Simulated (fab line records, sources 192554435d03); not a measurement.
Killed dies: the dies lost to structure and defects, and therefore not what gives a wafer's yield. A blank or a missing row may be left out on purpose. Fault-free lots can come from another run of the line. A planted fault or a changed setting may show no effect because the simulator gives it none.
Lot-split experiment :: flow n5Finfet :: 21 wafers read across 7 lots, on a route 1938 steps long

== ABOUT THE SPLIT ==
At N5_BEOL_M2_TRENCH_ETCH_37 (etches SiOC in C4F6/O2, target depth 55.555 nm, time 29.2 s), the setting sourceW was moved away from the recipe's 355 W on 8 of the 21 wafers read, by -16.4% to +17.8%. The other wafers ran this setting at the recipe's value.

== FROM THE SPLIT TO THE READING: what the file shows between them, 2 steps ==
- N5_BEOL_M2_ETCH_41: etches SiCN in CH3F/O2, target depth 29.9 nm, time 52.5 s
- N5_BEOL_M2_STRIP_97: strips in N2/H2, time 10 s

== THE READING ==
trenchDepthNm, in nm, at N5_BEOL_M2_OCD_MEAS_38. Fault-free wafers of this fab line usually give 55.6 nm, standard deviation 1.1 nm.

wafer: L075.1
tool, chamber at the split: rieDiel-04, 0
sourceW as run, W: 355
against the recipe: recipe
trenchDepthNm, nm: 53.5
against lot-mates on the recipe: -

wafer: L075.3
tool, chamber at the split: rieDiel-04, 2
sourceW as run, W: 355
against the recipe: recipe
trenchDepthNm, nm: 55.4
against lot-mates on the recipe: -

wafer: L075.6
tool, chamber at the split: rieDiel-04, 2
sourceW as run, W: 383.8
against the recipe: +8.1%
trenchDepthNm, nm: 56.9
against lot-mates on the recipe: +2.4

wafer: L076.4
tool, chamber at the split: rieDiel-04, 1
sourceW as run, W: 418.2
against the recipe: +17.8%
trenchDepthNm, nm: 59.7
against lot-mates on the recipe: +4.3

wafer: L076.5
tool, chamber at the split: rieDiel-04, 2
sourceW as run, W: 355
against the recipe: recipe
trenchDepthNm, nm: 55.1
against lot-mates on the recipe: -

wafer: L076.6
tool, chamber at the split: rieDiel-04, 1
sourceW as run, W: 355
against the recipe: recipe
trenchDepthNm, nm: 55.7
against lot-mates on the recipe: -

wafer: L084.1
tool, chamber at the split: rieDiel-06, 2
sourceW as run, W: 355
against the recipe: recipe
trenchDepthNm, nm: 55.3
against lot-mates on the recipe: -

wafer: L084.2
tool, chamber at the split: rieDiel-06, 0
sourceW as run, W: 384.3
against the recipe: +8.3%
trenchDepthNm, nm: 57.6
against lot-mates on the recipe: +1.6

wafer: L084.3
tool, chamber at the split: rieDiel-06, 1
sourceW as run, W: 355
against the recipe: recipe
trenchDepthNm, nm: 56.8
against lot-mates on the recipe: -

wafer: L087.1
tool, chamber at the split: rieDiel-05, 1
sourceW as run, W: 355
against the recipe: recipe
trenchDepthNm, nm: 54.8
against lot-mates on the recipe: -

wafer: L087.2
tool, chamber at the split: rieDiel-05, 0
sourceW as run, W: 296.8
against the recipe: -16.4%
trenchDepthNm, nm: 51.9
against lot-mates on the recipe: -3.7

wafer: L087.6
tool, chamber at the split: rieDiel-05, 2
sourceW as run, W: 355
against the recipe: recipe
trenchDepthNm, nm: 56.4
against lot-mates on the recipe: -

wafer: L090.1
tool, chamber at the split: rieDiel-04, 1
sourceW as run, W: 355
against the recipe: recipe
trenchDepthNm, nm: 57.3
against lot-mates on the recipe: -

wafer: L090.3
tool, chamber at the split: rieDiel-04, 2
sourceW as run, W: 311.2
against the recipe: -12.3%
trenchDepthNm, nm: 51.8
against lot-mates on the recipe: -5.5

wafer: L090.6
tool, chamber at the split: rieDiel-04, 2
sourceW as run, W: 311.2
against the recipe: -12.3%
trenchDepthNm, nm: 52.4
against lot-mates on the recipe: -4.9

wafer: L092.2
tool, chamber at the split: rieDiel-04, 1
sourceW as run, W: 355
against the recipe: recipe
trenchDepthNm, nm: 56.4
against lot-mates on the recipe: -

wafer: L092.3
tool, chamber at the split: rieDiel-04, 3
sourceW as run, W: 309.5
against the recipe: -12.8%
trenchDepthNm, nm: 54.7
against lot-mates on the recipe: -1.7

wafer: L092.6
tool, chamber at the split: rieDiel-04, 2
sourceW as run, W: 309.5
against the recipe: -12.8%
trenchDepthNm, nm: 51.6
against lot-mates on the recipe: -4.8

wafer: L097.1
tool, chamber at the split: rieDiel-06, 0
sourceW as run, W: 355
against the recipe: recipe
trenchDepthNm, nm: 56.2
against lot-mates on the recipe: -

wafer: L097.5
tool, chamber at the split: rieDiel-06, 0
sourceW as run, W: 355
against the recipe: recipe
trenchDepthNm, nm: 55.7
against lot-mates on the recipe: -

wafer: L097.6
tool, chamber at the split: rieDiel-06, 3
sourceW as run, W: 355
against the recipe: recipe
trenchDepthNm, nm: 55.6
against lot-mates on the recipe: -

FIT RESULTS
A straight line over all 21 wafers: trenchDepthNm changes by +0.23 nm for each +1% of sourceW; r = +0.89; the points scatter about the line by 0.98 nm.
The same after taking each lot's own level away (the mean of its wafers on the recipe; 21 wafers): +0.278 nm for each +1%; r = +0.92; scatter 0.95 nm.
That fit puts the effect of the largest move of sourceW on the reading at 5 nm.
Across the lots, their own levels run from 54.45 to 57.30 nm, a range of 2.6 times the standard deviation given above.
So the lot-to-lot level changes the slope: the two fits differ.
Check: with one of the wafers moved furthest among these (+17.8%) left out of the fit, the line predicts +5.05 nm for it against its lot-mates. Against them it came out at +4.3 nm.
Tool readings at the split's step, against how far the setting was moved: rfVppV r = -0.93.

== ADDITIONAL SPLITS CARRIED BY THESE WAFERS ==
Other splits were also applied to these wafers ahead of the reading. Each is held against what the fit with the lots' levels taken away leaves over:
other split on the same wafers: N5_BEOL_M1_COAT_62 spinRpm
wafers away from the commonest value: 5
r with trenchDepthNm (lot level and that fit taken away): -0.07

other split on the same wafers: N5_BEOL_M1_ETCH_70 timeS
wafers away from the commonest value: 5
r with trenchDepthNm (lot level and that fit taken away): +0.04

other split on the same wafers: N5_BEOL_M1_TRENCH_ETCH_37 timeS
wafers away from the commonest value: 6
r with trenchDepthNm (lot level and that fit taken away): +0.18

other split on the same wafers: N5_BEOL_M2_ALD_98 aldCycles
wafers away from the commonest value: 10
r with trenchDepthNm (lot level and that fit taken away): +0.05

== THE WHOLE CHAIN: every reading that the file lists as answering this split, in the file's order ==
step: N5_BEOL_M2_TRENCH_ETCH_37
what it does: etches SiOC in C4F6/O2, target depth 55.555 nm, time 29.2 s
reading: rfVppV
change (the file's fit): -3.78 V for each +1% of the setting
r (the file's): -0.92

step: N5_BEOL_M2_TRENCH_ETCH_37
what it does: etches SiOC in C4F6/O2, target depth 55.555 nm, time 29.2 s
reading: etch.depthNm (the simulator's own value, which no gauge read)
change (the file's fit): +0.279 nm for each +1% of the setting
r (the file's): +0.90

step: N5_BEOL_M2_TRENCH_ETCH_37
what it does: etches SiOC in C4F6/O2, target depth 55.555 nm, time 29.2 s
reading: BEOL_M2.featureDepthNm (the simulator's own value, which no gauge read)
change (the file's fit): +0.277 nm for each +1% of the setting
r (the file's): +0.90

step: N5_BEOL_M2_OCD_MEAS_38
what it does: 
reading: trenchDepthNm
change (the file's fit): +0.267 nm for each +1% of the setting
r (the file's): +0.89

== THE FILE'S OWN FIT ==
trenchDepthNm changes by +0.267 nm for each +1% of sourceW, r = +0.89.
